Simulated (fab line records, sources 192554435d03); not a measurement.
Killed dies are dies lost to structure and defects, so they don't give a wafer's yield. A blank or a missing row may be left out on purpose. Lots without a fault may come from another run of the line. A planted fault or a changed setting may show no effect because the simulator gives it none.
fab line records | flow n5_finfet
record lots=6 wafers=18 last_day=17
route steps=1938 shown SD_EPI_N@262 BEOL_M4@1111
lots that met no fault: from a run of the same line without faults
start_h: hours from the record's first day to the start of the lot's first wafer shown | wait_h: hours since the lot's step before | " the same as in the row above | L1.1+2: a row that stands for several wafers | - no value, or no start given | * or withheld: withheld | < > ~ a bound
route shown NAME@n: a module of which the file shows steps, and the number in the route of the first | usual: mean/standard deviation of fault-free wafers | same: alike in all rows | chamber/n: place in a boat | sites: the reading at each site | _std_site: their standard deviation | _edge_site: outer sites' mean less inner sites' | radius_mm: how far each site lies from the wafer's centre | mask NAME#n: copy n | behind: the tool/chamber that last shaped the wafer | hold: why the lot was held/for how many hours/how that ended | device: the transistor (n, p or np) that didn't switch | end of line: the same wafers' tests at the end of the route | a step without rows: its recipe alone | killed: dies lost to structure and defects at the first sort, not the wafer's yield | map: a wafer's dies, x killed, . not, _ none there
set.NAME: the setting as run; set.NAME@STEP: as run at that earlier step | model.NAME: the simulator's own value behind a step, which no gauge read
lots at some steps of the route; a table a step, a row a wafer
services: from which hour (start_h, from the record's first day; less than 0 if before it) a tool's chamber was out of use, for how many hours, and why
## steps
# step N5_SD_EPI_N_COAT_32
# recipe resist=SOC temp_c=250 time_s=60 spin_rpm=1500 resist_thk_nm=350
# step N5_SD_EPI_N_COAT_33
# recipe resist=SiARC temp_c=220 time_s=60 spin_rpm=1500 resist_thk_nm=35
# step N5_SD_EPI_N_COAT_03
# recipe resist=CAR-ArF-block spin_rpm=1500 resist_thk_nm=150
# step N5_SD_EPI_N_EBR_05
# recipe solvent=PGMEA ebr_width_mm=1.5
# step N5_SD_EPI_N_SOFTBAKE_04
# recipe temp_c=110 time_s=60 resist=CAR-ArF-block
# step N5_SD_EPI_N_EXPOSE_06
# recipe mask_id=SD_N_BLK na=1.35 source_shape=conventional sigma_outer=0.8 polarization=unpolarized target_cd_nm=120 dose_mj=39.75
# step N5_SD_EPI_N_PEB_07
# recipe peb_temp_c=110 peb_time_s=60 resist=CAR-ArF-block
# step N5_SD_EPI_N_DEVELOP_08
# recipe develop_time_s=30 developer=TMAH resist=CAR-ArF-block dev_temp_c=23 rinse_liquid=diw dry=air_spin
# step N5_SD_EPI_N_CD_MEAS_09
# recipe target_cd_nm=120 landing_energy_ev=500 detector=se_inlens
# usual cd_nm=120.2/1
# columns lot.wafer tool chamber start_h wait_h cd_nm
L232.1 cd_sem-02 0 58.29 - 121.7
L232.2 " 0 " " 120.9
L232.5 " 0 " " 119.0
L236.3 cd_sem-02 0 81.90 - 120.0
L236.4 " 0 " " 120.7
L236.6 " 0 " " 122.2
L241.1 cd_sem-02 0 110.55 - 120.7
L241.5 " 0 " " 119.1
L241.6 " 0 " " 118.8
L242.1 cd_sem-03 0 117.09 - 119.2
L242.2 " 0 " " 119.6
L242.3 " 0 " " 120.3
L251.1 cd_sem-03 0 169.39 - 119.2
L251.4 " 0 " " 118.0
L251.5 " 0 " " 119.6
L253.3 cd_sem-01 0 181.59 - 119.3
L253.4 " 0 " " 119.0
L253.6 " 0 " " 119.8
# step N5_SD_EPI_N_OVL_MEAS_10
# recipe points_per_wafer=44
# usual SD_N_BLK_OVL=0.0/0.83
# columns lot.wafer tool chamber start_h wait_h SD_N_BLK_OVL[nm]
L232.1 overlay-02 0 58.33 0.0 -0.2
L232.2 " 0 " " -0.3
L232.5 " 0 " " 0.8
L236.3 overlay-02 0 81.93 0.0 0.5
L236.4 " 0 " " -1.0
L236.6 " 0 " " -0.1
L241.1 overlay-01 0 110.58 0.0 0.2
L241.5 " 0 " " -0.1
L241.6 " 0 " " 0.7
L242.1 overlay-02 0 117.12 0.0 -1.0
L242.2 " 0 " " -1.2
L242.3 " 0 " " -0.6
L251.1 overlay-02 0 169.42 0.0 -1.0
L251.4 " 0 " " -0.6
L251.5 " 0 " " -0.5
L253.3 overlay-01 0 181.62 0.0 -1.1
L253.4 " 0 " " 0.7
L253.6 " 0 " " -0.3
# step N5_SD_EPI_N_INSPECT_11
# recipe mode=adi inspect_instrument=macro
# usual raw_defect_count=2.2/1.4
# columns lot.wafer tool chamber start_h wait_h raw_defect_count
L232.1 defect_inspect-02 - 58.35 0.0 1
L232.2 " - " " 5
L232.5 " - " " 0
L236.3 defect_inspect-02 - 81.95 0.0 3
L236.4 " - " " 2
L236.6 " - " " 0
L241.1 defect_inspect-02 - 110.61 0.0 1
L241.5 " - " " 1
L241.6 " - " " 4
L242.1 defect_inspect-02 - 117.14 0.0 0
L242.2 " - " " 1
L242.3 " - " " 4
L251.1 defect_inspect-02 - 169.44 0.0 1
L251.4 " - " " 2
L251.5 " - " " 0
L253.3 defect_inspect-02 - 181.64 0.0 1
L253.4 " - " " 1
L253.6 " - " " 1
# step N5_SD_EPI_N_DESCUM_14
# recipe chemistry=O2 time_s=7.9 source_power_w=50 bias_power_w=20 pressure_mtorr=20 rf_frequency_hz=2.712e+07 temp_c=40 resist=CAR-ArF-block o2_flow_sccm=225
# usual drypump_motor_current_A=5.6/0.58 oes_product_au=0.78/0.085 rf_vpp_V=243.3/1.5 showerhead_plenum_p_Torr=2.11/0.07 throttle_valve_pct=20.41/0.28
# columns lot.wafer tool chamber start_h wait_h drypump_motor_current_A oes_product_au rf_hours_counter_h rf_vpp_V showerhead_plenum_p_Torr throttle_valve_pct
L232.1 rie_diel-02 3 58.78 0.4 6.5 0.74 161 242.0 2.09 20.47
L232.2 " 2 " " 4.7 0.82 75 244.7 2.21 20.02
L232.5 " 3 " " 6.4 0.75 - 244.4 2.09 20.50
L236.3 rie_diel-06 0 81.98 0.0 4.8 0.92 21 242.9 2.05 20.22
L236.4 " 1 " " 5.5 0.70 201 245.3 2.18 20.98
L236.6 " 1 " " 5.5 0.70 - 242.9 2.18 20.98
L241.1 rie_diel-02 0 110.64 0.0 5.5 0.81 103 242.6 2.08 20.07
L241.5 " 2 " " 4.7 0.81 - 244.6 2.21 20.07
L241.6 " 3 " " 6.5 0.72 - 241.5 2.08 20.52
L242.1 rie_diel-02 2 117.18 0.0 4.7 0.82 96 245.9 2.21 20.08
L242.2 " 0 " " 5.5 0.80 106 242.5 2.08 20.08
L242.3 " 3 " " 6.5 0.72 183 242.0 2.08 20.54
L251.1 rie_diel-05 2 169.64 0.2 6.5 0.90 29 245.8 2.22 20.24
L251.4 " 3 " " 5.8 0.92 10 242.7 2.06 20.58
L251.5 " 2 " " 6.5 0.89 - 245.8 2.22 20.25
L253.3 rie_diel-05 0 182.10 0.5 5.5 0.79 113 243.7 2.02 20.27
L253.4 " 1 " " 5.4 0.68 244 241.7 2.09 20.64
L253.6 " 0 " " 5.5 0.79 - 241.8 2.02 20.26
# step N5_SD_EPI_N_ETCH_34
# recipe chemistry=CF4 target=SiARC target_depth_a=455 mask_material=CAR-ArF-block time_s=75.8 ion_energy_ev=80 pressure_mtorr=40 source_w=545 bias_w=36 Ar_flow_sccm=100 cf4_flow_sccm=100 ends=cleared
# usual drypump_motor_current_A=5.6/0.58 etch_rf_on_time_s=76.3/1.9 oes_product_au=0.67/0.073 rf_vpp_V=184.4/1.2 showerhead_plenum_p_Torr=2.15/0.066 throttle_valve_pct=15.58/0.22
# columns lot.wafer tool chamber start_h wait_h drypump_motor_current_A etch_rf_on_time_s oes_product_au rf_hours_counter_h rf_vpp_V showerhead_plenum_p_Torr throttle_valve_pct
L232.1 rie_diel-02 3 58.82 0.0 6.5 74.6 0.63 161 184.5 2.14 15.75
L232.2 " 2 " " 4.7 77.7 0.71 75 186.9 2.24 15.20
L232.5 " 3 " " 6.5 74.6 0.64 - 184.4 2.14 15.75
L236.3 rie_diel-06 0 82.02 0.0 4.8 74.3 0.78 21 184.5 2.10 15.33
L236.4 " 1 " " 5.6 76.8 0.61 201 184.9 2.20 15.92
L236.6 " 1 " " 5.6 77.1 0.60 - 186.3 2.20 15.92
L241.1 rie_diel-02 0 110.68 0.0 5.5 90.3 0.64 103 183.6 2.15 15.42
L241.5 " 2 " " 4.7 96.1 0.61 - 185.5 2.24 15.26
L241.6 " 3 " " 6.5 93.1 0.56 - 183.1 2.13 15.77
L242.1 rie_diel-02 2 117.21 0.0 4.7 95.8 0.61 96 186.0 2.24 15.25
L242.2 " 0 " " 5.5 89.3 0.62 106 183.1 2.15 15.44
L242.3 " 3 " " 6.5 93.8 0.55 183 183.8 2.13 15.77
L251.1 rie_diel-05 2 169.67 0.0 6.5 79.1 0.75 29 186.3 2.28 15.44
L251.4 " 3 " " 5.7 79.5 0.78 10 184.0 2.09 15.51
L251.5 " 2 " " 6.4 79.2 0.74 - 186.7 2.28 15.44
L253.3 rie_diel-05 0 182.13 0.0 5.5 76.8 0.67 113 185.3 2.07 15.50
L253.4 " 1 " " 5.5 75.1 0.59 244 183.8 2.12 15.72
L253.6 " 0 " " 5.5 76.8 0.68 - 184.2 2.07 15.49
# step N5_SD_EPI_N_ETCH_35
# recipe chemistry=N2/H2 target=SOC overetch_a=1080 mask_material=SiARC temp_c=40 ion_energy_ev=100 source_w=3000 bias_w=133 pressure_mtorr=20 time_s=486 n2_flow_sccm=200 h2_flow_sccm=200
# usual drypump_motor_current_A=5.6/0.59 h2_flow_sccm=199.9/0.58 oes_product_au=0.70/0.074 rf_vpp_V=240.8/1.3 showerhead_plenum_p_Torr=2.55/0.077 throttle_valve_pct=23.7/0.37
# columns lot.wafer tool chamber start_h wait_h drypump_motor_current_A h2_flow_sccm oes_product_au rf_hours_counter_h rf_vpp_V showerhead_plenum_p_Torr throttle_valve_pct
L232.1 rie_diel-02 3 58.88 0.0 6.5 199.8 0.66 162 241.4 2.54 23.7
L232.2 " 2 " " 4.7 199.8 0.75 75 242.5 2.66 22.9
L232.5 " 3 " " 6.5 199.7 0.66 - 240.9 2.54 23.7
L236.3 rie_diel-06 0 82.08 0.0 4.9 198.9 0.81 21 240.6 2.51 24.2
L236.4 " 1 " " 5.6 199.7 0.64 201 241.2 2.59 23.8
L236.6 " 1 " " 5.5 200.3 0.64 - 242.6 2.59 23.7
L241.1 rie_diel-02 0 110.73 0.0 5.5 200.0 0.72 104 240.3 2.58 23.7
L241.5 " 2 " " 4.7 200.8 0.73 - 242.0 2.65 22.9
L241.6 " 3 " " 6.5 200.2 0.64 - 240.1 2.53 23.7
L242.1 rie_diel-02 2 117.27 0.0 4.7 200.6 0.73 96 241.3 2.65 22.9
L242.2 " 0 " " 5.5 199.7 0.72 106 239.4 2.58 23.8
L242.3 " 3 " " 6.5 200.3 0.64 183 239.8 2.53 23.7
L251.1 rie_diel-05 2 169.73 0.0 6.5 199.3 0.80 29 243.9 2.70 23.8
L251.4 " 3 " " 5.7 199.5 0.83 10 239.9 2.50 24.3
L251.5 " 2 " " 6.5 199.9 0.80 - 243.3 2.70 23.8
L253.3 rie_diel-05 0 182.19 0.0 5.5 200.5 0.71 113 240.5 2.47 24.0
L253.4 " 1 " " 5.4 199.1 0.62 245 240.5 2.49 23.9
L253.6 " 0 " " 5.5 200.7 0.71 - 239.6 2.47 24.0
# step N5_BEOL_M4_RC_MEAS_101
# usual DIBL_N=37.1/2.4 DIBL_P=37/3 IOFF_N=0.18/0.053 IOFF_P=0.21/0.05 ION_N=674/14 ION_P=459/9.2 SS_N=72.1/0.9 SS_P=73.4/0.89 VT_N=250/3.8 VT_P=-251/3.7
# columns lot.wafer tool chamber start_h wait_h DIBL_N[mV/V] DIBL_P[mV/V] IOFF_N[nA/um] IOFF_P[nA/um] ION_N[uA/um] ION_P[uA/um] SS_N[mV/dec] SS_P[mV/dec] VT_N[mV] VT_P[mV]
L232.1 prober-01 0 182.67 0.0 36.8 36 0.16 0.22 678 461 72.7 73.6 252 -251
L232.2 " 0 " " 40.1 36 0.30 0.23 662 457 75.4 72.7 248 -248
L232.5 " 0 " " 36.4 38 0.15 0.23 674 466 71.4 73.4 253 -247
L236.3 prober-02 0 206.00 0.3 32.0 29 0.08 0.10 628 434 71.0 71.1 261 -260
L236.4 " 0 " " 35.8 34 0.13 0.15 657 442 71.5 72.9 255 -257
L236.6 " 0 " " 35.8 34 0.13 0.14 645 438 71.7 72.4 255 -259
L242.1 prober-01 0 234.22 0.0 41.7 43 0.31 0.32 689 466 73.9 75.5 243 -244
L242.2 " 0 " " 35.5 36 0.17 0.20 683 463 72.0 74.1 249 -250
L242.3 " 0 " " 40.9 39 0.32 0.26 686 468 74.2 74.3 244 -246
L241.1 prober-02 0 234.74 0.0 37.9 39 0.20 0.24 687 469 71.9 74.3 247 -251
L241.5 " 0 " " 33.3 34 0.12 0.16 660 458 71.1 73.4 254 -257
L241.6 " 0 " " 38.5 37 0.22 0.20 666 452 73.4 73.0 249 -252
L251.1 prober-02 0 288.09 0.0 35.7 35 0.16 0.18 667 453 72.1 73.4 251 -255
L251.4 " 0 " " 39.9 40 0.25 0.26 691 464 72.7 74.3 244 -248
L251.5 " 0 " " 35.7 35 0.15 0.18 661 449 71.8 73.0 254 -254
L253.3 prober-01 0 309.93 0.3 38.0 39 0.20 0.21 685 458 72.1 73.7 248 -254
L253.4 " 0 " " 35.8 35 0.15 0.16 662 443 71.5 73.2 253 -257
L253.6 " 0 " " 36.7 36 0.16 0.17 667 448 71.7 73.5 247 -257
## services
# columns tool chamber start_h hours kind
rie_diel-06 - 40.82 0.8 repair
rie_diel-05 - 47.18 1.8 repair
rie_diel-05 2 83.03 - clean
rie_diel-05 2 83.03 - consumable_replace:focus_ring
rie_diel-05 2 83.03 - consumable_replace:showerhead
rie_diel-05 2 83.03 13.0 scheduled_down
rie_diel-05 2 83.03 13.0 vent_cycle
rie_diel-06 2 92.18 - clean
rie_diel-06 2 92.18 - consumable_replace:focus_ring
rie_diel-06 2 92.18 - consumable_replace:showerhead
rie_diel-06 2 92.18 13.1 scheduled_down
rie_diel-06 2 92.18 13.1 vent_cycle
rie_diel-06 0 93.20 17.5 repair
rie_diel-05 2 111.68 4.3 repair
rie_diel-05 3 123.51 - clean
rie_diel-05 3 123.51 - consumable_replace:focus_ring
rie_diel-05 3 123.51 17.8 scheduled_down
rie_diel-05 3 123.51 17.8 vent_cycle
rie_diel-05 0 153.50 6.6 repair
rie_diel-06 3 172.77 - clean
rie_diel-06 3 172.77 - consumable_replace:focus_ring
rie_diel-06 3 172.77 22.0 scheduled_down
rie_diel-06 3 172.77 22.0 vent_cycle
## key
first_sign step=N5_SD_EPI_N_ETCH_34 reading=etch_rf_on_time_s direction=up sigmas=8.7 usual=* struck=*
effect none on later readings
met_at N5_SD_EPI_N_ETCH_34
struck_wafers L241.1,L241.5,L241.6,L242.1,L242.2,L242.3
baseline_loss step=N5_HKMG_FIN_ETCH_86 wafers=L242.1
onset_between 58.82 110.68
fault kind=process_parameter_drift tool=rie_diel-02 chamber=- onset_h=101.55 steps=N5_SD_EPI_N_ETCH_34 channel=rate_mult offset=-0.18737 shape=step end_h=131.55
# baseline_loss: these wafers lose ten dies or more at that step, a loss of the line's own and not of a fault; the sort's usual values leave them out
